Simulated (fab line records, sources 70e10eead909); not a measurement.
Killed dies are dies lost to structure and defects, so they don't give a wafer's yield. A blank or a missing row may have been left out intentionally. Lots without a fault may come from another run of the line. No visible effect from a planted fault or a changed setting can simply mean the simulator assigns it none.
The tool behind it: which one? ; flow nand harc ; Sampling: 12 lots, 36 wafers, 7 of 1302 route steps

## WHAT EACH GAUGE READ, for each wafer
NHARC_P_M1_THK_MEAS_24: measures by xrf.
lot;measured;on;thk nm (nm)
L486;day 6 06:07;film metro-01;158.7 159.2 156.9
L490;day 8 04:10;film metro-02;157.7 159.3 157.2
L491;day 8 11:34;film metro-01;157.0 158.5 158.5
L493;day 9 12:51;film metro-02;157.8 157.6 158.2
L494;day 9 20:39;film metro-01;157.2 158.0 157.9
L500;day 12 08:26;film metro-01;158.7 156.5 153.8
L501;day 12 14:50;film metro-01;30.0 30.0 30.5
L502;day 12 18:23;film metro-02;29.5 29.8 29.5
L506;day 14 14:36;film metro-01;159.6 155.6 158.8
L507;day 15 04:14;film metro-01;159.5 158.9 158.0
L509;day 15 21:01;film metro-02;157.3 156.3 157.5
L508;day 15 21:47;film metro-01;156.6 157.6 156.3

NHARC_END_SORT_01.
lot;measured;on;defect limited yield (%);killed at array;killed at other;killed at periphery;killed dies;killed open;killed short
L500;day 30 17:21;prober-01;89.7 88.2 88.3;67 76 75;1 1 1;2 3 3;70 80 79;2 4 6;3 4 5
L502;day 30 23:14;prober-02;0 0 0;58 69 60;0 1 0;619 607 617;677 677 677;5 10 6;4 3 5

## TOOL THAT RAN EACH LOT (tool first, then ch and the chambers of the sampled wafers, then the start)
lot;NHARC_P_M1_ETCH_28;NHARC_P_M1_PVD_20;NHARC_P_M1_PVD_21;NHARC_P_M1_ECD_22;NHARC_P_M1_CMP_23
L486;rie diel-02 ch 0,1, day 6 05:08 or earlier;pvd sputter-01, day 6 05:08 or earlier;pvd sputter-01, day 6 05:08 or earlier;ecd cu-01 ch 0, day 6 05:08;cmp-03 ch 0,2, day 6 05:48
L490;rie diel-05 ch 2,3, day 8 03:11 or earlier;pvd sputter-01, day 8 03:11 or earlier;pvd sputter-01, day 8 03:11 or earlier;ecd cu-01 ch 0,1, day 8 03:11;cmp-02 ch 0,1,3, day 8 03:53
L491;rie diel-02 ch 0,3, day 8 10:25 or earlier;pvd sputter-02, day 8 10:25 or earlier;pvd sputter-02, day 8 10:25 or earlier;ecd cu-02 ch 0,1, day 8 10:25;cmp-02 ch 0,2, day 8 11:17
L493;rie diel-02 ch 0,1,2, day 9 11:49 or earlier;pvd sputter-03, day 9 11:49 or earlier;pvd sputter-03, day 9 11:49 or earlier;ecd cu-01 ch 0,1, day 9 11:49;cmp-02 ch 1,2,3, day 9 12:32
L494;rie diel-05 ch 0,2, day 9 19:38 or earlier;pvd sputter-03, day 9 19:38 or earlier;pvd sputter-03, day 9 19:38 or earlier;ecd cu-01 ch 0,1, day 9 19:38;cmp-02 ch 1,3, day 9 20:22
L500;rie diel-05 ch 0,3, day 12 07:23 or earlier;pvd sputter-01, day 12 07:23 or earlier;pvd sputter-01, day 12 07:23 or earlier;ecd cu-02 ch 0,1, day 12 07:23;cmp-01 ch 0,1,3, day 12 08:10
L501;rie diel-02 ch 0,1, day 12 13:49 or earlier;pvd sputter-01, day 12 13:49 or earlier;pvd sputter-01, day 12 13:49 or earlier;ecd cu-02 ch 0,1, day 12 13:49;cmp-01 ch 1,2,3, day 12 14:37
L502;rie diel-05 ch 0,1,2, day 12 17:20 or earlier;pvd sputter-02, day 12 17:20 or earlier;pvd sputter-02, day 12 17:20 or earlier;ecd cu-02 ch 0,1, day 12 17:20;cmp-02 ch 0,3, day 12 18:04
L506;rie diel-02 ch 0,1,3, day 14 13:32 or earlier;pvd sputter-01, day 14 13:32 or earlier;pvd sputter-01, day 14 13:32 or earlier;ecd cu-02 ch 0,1, day 14 13:32;cmp-03 ch 0,1,2, day 14 14:19
L507;rie diel-05 ch 0,1,3, day 15 03:11 or earlier;pvd sputter-02, day 15 03:11 or earlier;pvd sputter-02, day 15 03:11 or earlier;ecd cu-02 ch 0,1, day 15 03:11;cmp-02 ch 0,1,2, day 15 03:57
L509;rie diel-02 ch 0,1,2, day 15 19:59 or earlier;pvd sputter-02, day 15 19:59 or earlier;pvd sputter-02, day 15 19:59 or earlier;ecd cu-02 ch 0,1, day 15 19:59;cmp-01 ch 1,2,3, day 15 20:42
L508;rie diel-12 ch 0,2,3, day 15 20:49 or earlier;pvd sputter-01, day 15 20:49 or earlier;pvd sputter-01, day 15 20:49 or earlier;ecd cu-01 ch 0,1, day 15 20:49;cmp-03 ch 2,3, day 15 21:29
- NHARC_P_M1_ETCH_28: etches the open film in CF4/N2, target depth 30 nm, time 72.99 s.
- NHARC_P_M1_PVD_20: deposits TaN, target thk 5 nm, time 8.06 s.
- NHARC_P_M1_PVD_21: deposits Cu, target thk 30 nm, time 20.49 s.
- NHARC_P_M1_ECD_22: material Cu, target thk 400 nm.
- NHARC_P_M1_CMP_23: polishes, t overpolish 20 s, target thk 157.82 nm.

## AS READ BY THE TOOLS THEMSELVES (means over the sampled wafers that have a number; for cases with no such wafer, the mark the record gives instead)
NHARC_P_M1_ETCH_28.
lot;tool;drypump motor current A (A);oes product au (a.u.);rf vpp V (V);showerhead plenum p Torr (Torr);throttle valve pct (%)
L486;rie diel-02;5.4;1.003;312.1;2.52;19.791
L490;rie diel-05;6.0;1.008;312.0;2.50;19.789
L491;rie diel-02;5.5;1.001;314.1;2.63;19.795
L493;rie diel-02;5.5;1.005;311.6;2.53;19.800
L494;rie diel-05;6.0;0.992;314.8;2.71;19.793
L500;rie diel-05;5.9;0.993;314.0;2.61;19.799
L501;rie diel-02;5.4;0.999;312.2;2.51;19.798
L502;rie diel-05;6.3;1.000;314.5;2.65;19.796
L506;rie diel-02;5.7;0.998;313.8;2.59;19.797
L507;rie diel-05;6.2;0.995;314.6;2.65;19.796
L509;rie diel-02;5.5;1.002;312.1;2.52;19.789
L508;rie diel-12;6.1;0.993;315.0;2.61;19.796

NHARC_P_M1_PVD_20.
lot;tool;throttle valve pct (%)
L486;pvd sputter-01;30.6
L490;pvd sputter-01;30.8
L491;pvd sputter-02;30.5
L493;pvd sputter-03;30.7
L494;pvd sputter-03;29.9
L500;pvd sputter-01;30.3
L501;pvd sputter-01;30.2
L502;pvd sputter-02;29.1
L506;pvd sputter-01;30.0
L507;pvd sputter-02;29.6
L509;pvd sputter-02;30.1
L508;pvd sputter-01;30.1

NHARC_P_M1_PVD_21.
lot;tool;throttle valve pct (%)
L486;pvd sputter-01;30.5
L490;pvd sputter-01;30.3
L491;pvd sputter-02;29.6
L493;pvd sputter-03;30.6
L494;pvd sputter-03;30.4
L500;pvd sputter-01;30.5
L501;pvd sputter-01;29.6
L502;pvd sputter-02;29.8
L506;pvd sputter-01;30.2
L507;pvd sputter-02;30.1
L509;pvd sputter-02;30.5
L508;pvd sputter-01;30.1

NHARC_P_M1_ECD_22.
lot;tool;bath heat duty pct (%);bath temp c (C)
L486;ecd cu-01;7.0;25.08
L490;ecd cu-01;6.9;25.12
L491;ecd cu-02;6.8;25.02
L493;ecd cu-01;6.4;24.87
L494;ecd cu-01;7.1;24.99
L500;ecd cu-02;7.3;24.91
L501;ecd cu-02;-;-
L502;ecd cu-02;-;-
L506;ecd cu-02;7.3;25.00
L507;ecd cu-02;7.1;24.99
L509;ecd cu-02;6.9;25.00
L508;ecd cu-01;6.1;24.93

NHARC_P_M1_CMP_23.
lot;tool;motor current A (A);time to endpoint s (s)
L486;cmp-03;11.5;31.3
L490;cmp-02;12.5;29.5
L491;cmp-02;11.8;30.3
L493;cmp-02;12.6;30.6
L494;cmp-02;12.5;30.0
L500;cmp-01;11.7;24.4
L501;cmp-01;12.8;0.0
L502;cmp-02;12.6;5.7
L506;cmp-03;12.2;27.7
L507;cmp-02;12.0;27.5
L509;cmp-01;12.7;26.6
L508;cmp-03;11.0;27.9

## THE ANSWER, worked out from the rows above alone
Rule: the lots themselves supply what counts as usual. Put in order of their means at a reading, lots are off if they are a third of the lots or fewer, leave a main group of 4 or more, and stand apart from it by a gap of 3 or more times the standard deviation of the main group's means; of several such gaps the widest counts. A main group is skipped when, at the precision printed for the reading in the tables above, its means are all equal. Also off: a lot with no number at a reading for which 4 or more lots have one. Any other lot the step has rows for is counted as sound. First the gauges in route order, then the tools' own readings, where a lot's mean is used as printed above. At the first step where some lot is off, the reading lying furthest off is the one used; lots without a number count as furthest.
Off: L501, L502 (NHARC_P_M1_THK_MEAS_24, thk nm). For the main group the mean is 157.7 nm and the standard deviation 0.7.
A tool fits if, at a process step before that reading, it ran every lot that is off, and no sound lot after the first of them. The gauges at NHARC_P_M1_THK_MEAS_24 aren't tried: what is off there is off at NHARC_P_M1_ECD_22 too, on other tools, and a gauge's error can't cause that. Because NHARC_P_M1_ETCH_28 lacks a start for some lots, the hours and order of its lots are taken from NHARC_P_M1_ECD_22. Because NHARC_P_M1_PVD_20 lacks a start for some lots, the hours and order of its lots are taken from NHARC_P_M1_ECD_22. Because NHARC_P_M1_PVD_21 lacks a start for some lots, the hours and order of its lots are taken from NHARC_P_M1_ECD_22. No candidate that was tried fits.

## WHAT HAD BEEN PUT IN BY THE SIMULATOR
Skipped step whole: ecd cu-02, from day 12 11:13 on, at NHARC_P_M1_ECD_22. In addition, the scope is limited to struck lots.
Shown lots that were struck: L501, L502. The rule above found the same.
